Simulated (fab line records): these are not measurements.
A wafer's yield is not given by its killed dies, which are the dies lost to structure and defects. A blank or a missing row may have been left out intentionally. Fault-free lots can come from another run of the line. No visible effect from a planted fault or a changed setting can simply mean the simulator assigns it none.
The tool behind it: which one?	flow nand-harc	14 lots, 42 wafers sampled, at 5 steps of a route of 1159

## WHAT THE GAUGES SHOWED, per wafer
NHARC_A_M1_THK_MEAS_24: measures by xrf. Usual: thk-nm 154.7 nm, standard deviation 1.7.
lot	measured	on	thk-nm (nm)	flag
L251	day 18 00:03	film-metro-01	153.3 154.6 156.7	
L250	day 17 18:39	film-metro-01	153.7 154.8 151.9	
L252	day 18 11:23	film-metro-01	155.0 154.7 155.5	
L253	day 18 06:01	film-metro-01	152.4 154.9 154.3	
L254	day 18 11:05	film-metro-01	154.7 155.8 154.0	
L257	day 19 04:52	film-metro-02	155.8 154.5 155.0	
L256	day 19 11:01	film-metro-02	156.6 156.7 155.7	
L259	day 19 14:52	film-metro-01	155.9 153.6 155.4	
L260	day 20 08:49	film-metro-01	156.9 156.5 153.7	
L272	day 23 03:47	film-metro-02	153.9 155.6 152.0	
L271	day 23 04:53	film-metro-02	153.6 153.1 155.6	

NHARC_A_BONDPAD_THK_MEAS_30: measures by ellipsometry. Usual: thk-nm 200.2 nm, standard deviation 1.5.
lot	measured	on	thk-nm (nm)	flag
L251	day 18 01:36	film-metro-01	199.9 200.4 198.3	
L250	day 17 20:27	film-metro-02	200.8 198.5 200.6	
L252	day 18 12:56	film-metro-02	200.3 201.5 200.8	
L253	day 18 08:14	film-metro-01	199.5 198.2 198.7	
L254	day 18 12:36	film-metro-01	200.3 202.1 202.1	
L257	day 19 06:22	film-metro-02	201.4 202.9 200.4	
L256	day 19 12:32	film-metro-01	200.5 197.6 201.2	
L259	day 19 16:22	film-metro-02	200.9 199.5 198.6	
L260	day 20 10:20	film-metro-02	201.6 199.6 199.8	
L272	day 23 05:20	film-metro-01	200.6 201.3 201.2	
L271	day 23 06:25	film-metro-02	199.3 199.1 203.8	

NHARC_END_SORT_01. Usual: killed-at-array 25, standard deviation 9.2; killed-at-other 0.9, standard deviation 1.3; killed-at-periphery 3.3, standard deviation 2.3; killed-dies 29, standard deviation 9.6; killed-open 3.2, standard deviation 1.8; killed-short 2, standard deviation 1.4.
lot	measured	on	killed-at-array	killed-at-other	killed-at-periphery	killed-dies	killed-open	killed-short	flag
L258	day 21 17:50	prober-01	671 670 676	1 0 0	5 7 1	677 677 677	4 6 3	3 2 1	OFF
L261	day 22 08:16	prober-02	673 672 667	0 0 0	4 5 10	677 677 677	3 3 1	3 2 3	OFF
L265	day 23 03:07	prober-01	669 672 669	4 1 4	4 4 4	677 677 677	9 2 4	1 2 2	OFF

## WHAT TOOL EACH LOT RAN ON (gives the tool, then ch and the chambers of the sampled wafers, and finally the start)
lot	NHARC_A_STAIRCASE_ETCH_403	NHARC_A_M1_ETCH_28
L251	wet-bench-04 ch 3,4,5, day 14 00:10	rie-diel-08 ch 0,2,3, day 18 00:03 or earlier
L250	wet-bench-04 ch 0,1,7, day 14 00:17	rie-diel-01 ch 0,1,3, day 17 18:39 or earlier
L252	wet-bench-07 ch 1,3,6, day 14 09:26	rie-diel-12 ch 0,1, day 18 11:23 or earlier
L253	wet-bench-07 ch 1,2,5, day 14 09:44	rie-diel-12 ch 0,2,3, day 18 06:01 or earlier
L254	wet-bench-04 ch 1,6,7, day 14 14:37	rie-diel-01 ch 2,3, day 18 11:05 or earlier
L257	wet-bench-07 ch 1,5,7, day 15 09:25	rie-diel-12 ch 0,1,2, day 19 04:52 or earlier
L256	wet-bench-07 ch 4,5,6, day 15 19:43	rie-diel-08 ch 0,1,3, day 19 11:01 or earlier
L259	wet-bench-07 ch 1,3,6, day 15 20:23	rie-diel-01 ch 0,1,2, day 19 14:52 or earlier
L260	wet-bench-07 ch 0,2,6, day 16 06:17	rie-diel-01 ch 0,1,2, day 20 08:49 or earlier
L258	wet-bench-07 ch 2,3,5, day 16 06:34	-
L261	wet-bench-04 ch 2,4,6, day 16 23:58	-
L265	wet-bench-07 ch 3,4,7, day 17 00:05	-
L272	wet-bench-07 ch 1,4,5, day 18 19:49	rie-diel-08 ch 0,2,3, day 23 03:47 or earlier
L271	wet-bench-07 ch 0,2,3, day 18 20:07	rie-diel-08 ch 1,2,3, day 23 04:53 or earlier
- NHARC_A_STAIRCASE_ETCH_403: etches SiO2 in dHF, target depth 108.2 nm.
- NHARC_A_M1_ETCH_28: etches the open film in CF4/N2, target depth 30 nm, time 72.99 s.

## AS READ BY THE TOOLS THEMSELVES (means over the sampled wafers that have a number; for cases with no such wafer, the mark the record gives instead)
NHARC_A_M1_ETCH_28. Usual: drypump-motor-current-A 6.1 A, standard deviation 0.53; oes-product-au 0.997 a.u., standard deviation 0.011; rf-vpp-V 313.4 V, standard deviation 1.9; showerhead-plenum-p-Torr 2.58 Torr, standard deviation 0.1; throttle-valve-pct 19.793 %, standard deviation 0.01.
lot	tool	drypump-motor-current-A (A)	oes-product-au (a.u.)	rf-vpp-V (V)	showerhead-plenum-p-Torr (Torr)	throttle-valve-pct (%)	flag
L251	rie-diel-08	5.9	0.992	313.7	2.65	19.786	
L250	rie-diel-01	5.6	1.002	313.2	2.54	19.793	
L252	rie-diel-12	6.5	1.002	313.0	2.54	19.794	
L253	rie-diel-12	6.2	0.993	312.0	2.54	19.802	
L254	rie-diel-01	6.1	1.005	313.2	2.59	19.789	
L257	rie-diel-12	6.5	0.992	313.6	2.57	19.788	
L256	rie-diel-08	6.2	1.003	314.1	2.66	19.789	
L259	rie-diel-01	6.0	1.001	311.7	2.49	19.779	
L260	rie-diel-01	6.0	0.997	312.7	2.49	19.789	
L272	rie-diel-08	5.9	0.998	314.1	2.65	19.794	
L271	rie-diel-08	6.0	1.001	315.3	2.65	19.785	

## THE ANSWER, worked out from the rows above alone
Rule: a lot counts as off when the mean over its wafers that have a number is more than 3 standard deviations away from the usual mean. A lot without any number at a reading at which 4 lots or more have one is off too. Any other lot the step has rows for is counted as sound. First the gauges in route order, then the tools' own readings, where a lot's mean is used as printed above. At the first step where some lot is off, the reading lying furthest off is the one used; lots without a number count as furthest.
Off: L258, L261, L265, at NHARC_END_SORT_01 (killed-at-array). Neither off nor sound, because the step has no rows for them: L251, L250, L252, L253, L254, L257, L256, L259, L260, L272, L271.
If a tool, at a process step before that reading, ran all the lots that are off and no sound lot after the first of them, it fits. The gauges at NHARC_END_SORT_01 are tried like those tools. Of those tried, none fits.

## WHAT THE SIMULATOR HAD INSERTED
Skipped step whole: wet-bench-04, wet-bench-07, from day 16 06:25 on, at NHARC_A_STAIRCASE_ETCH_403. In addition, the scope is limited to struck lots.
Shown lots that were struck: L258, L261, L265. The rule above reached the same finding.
